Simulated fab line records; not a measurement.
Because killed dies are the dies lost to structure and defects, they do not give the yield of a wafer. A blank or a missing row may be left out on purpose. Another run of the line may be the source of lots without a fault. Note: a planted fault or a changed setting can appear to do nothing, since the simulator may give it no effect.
Chamber matching	flow n5-finfet	3 sister chambers for N5_BEOL_M9_ILD_DEP_00 on pecvd-03
The step deposits SiCOH lowk from DEMS/porogen, target thk 308.51 nm, time 58 s. 24 wafers are shown with their chamber, then 12 later ones without.

== WAFERS, EACH WITH ITS CHAMBER ==
wafer	chamber	throttle-valve-pct (%)	heater-power-w (W)	showerhead-vpp-V (V)
L074.3	1	13.6	407	1430
L074.4	0	14.2	251	1476
L074.6	0	14.1	256	1467
L076.1	1	13.7	420	1444
L076.4	1	13.6	414	1432
L076.6	1	13.5	414	1463
L078.1	1	13.7	352	1451
L078.4	1	13.6	358	1437
L078.6	0	14.5	230	1449
L081.2	2	12.4	361	1429
L081.3	0	14.3	278	1470
L081.4	0	14.2	282	1453
L084.3	2	12.4	298	1453
L084.5	1	13.9	401	1452
L084.6	0	14.6	236	1472
L086.4	2	12.7	319	1452
L086.5	0	14.8	269	1463
L086.6	1	13.4	379	1420
L082.4	2	12.6	293	1438
L082.5	0	14.7	274	1463
L082.6	1	13.7	341	1451
L088.1	0	14.5	262	1451
L088.2	1	13.3	422	1469
L088.4	2	12.9	347	1463

SIGNATURES, as means of the wafers listed above
reading	chamber 0	chamber 1	chamber 2	scatter within a chamber
throttle-valve-pct	14.433	13.600	12.600	0.209
heater-power-w	259.78	390.80	323.60	26.4
showerhead-vpp-V	1462.67	1444.90	1447.00	13.1
Rule: a wafer's distance from a chamber is the root of the sum, over the readings, of the square of ((its reading less the chamber's mean) divided by the reading's scatter). The wafer belongs to the nearest chamber; if the next one is less than 2 further off, it can't be placed. The scatter: take each reading less its chamber's mean, square it, sum over the shown wafers, divide by the number of wafers less the number of chambers, and take the root.

== WAFERS MISSING THEIR CHAMBER ==
wafer	throttle-valve-pct (%)	heater-power-w (W)	showerhead-vpp-V (V)
L089.1	14.6	264	1463
L089.4	14.4	281	1441
L089.6	13.0	317	1450
L090.1	12.6	325	1427
L090.3	13.3	358	1444
L090.6	13.5	365	1456
L093.1	14.7	278	1472
L093.2	12.9	286	1437
L093.4	13.6	394	1426
L096.1	13.3	373	1464
L096.2	12.7	329	1412
L096.3	14.8	254	1460

== CHAMBER TAKEN BY EACH ==
wafer	from the rows above	in truth
L089.1	0	0
L089.4	0	0
L089.6	2	2
L090.1	2	2
L090.3	can't be placed: 1 or 2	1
L090.6	1	1
L093.1	0	0
L093.2	2	2
L093.4	1	1
L096.1	can't be placed: 1 or 2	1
L096.2	2	2
L096.3	0	0
10 of 12 placed correctly. From these rows, 2 cannot be placed; in 2 the true chamber is one of the candidates. Placed wrongly: 0.
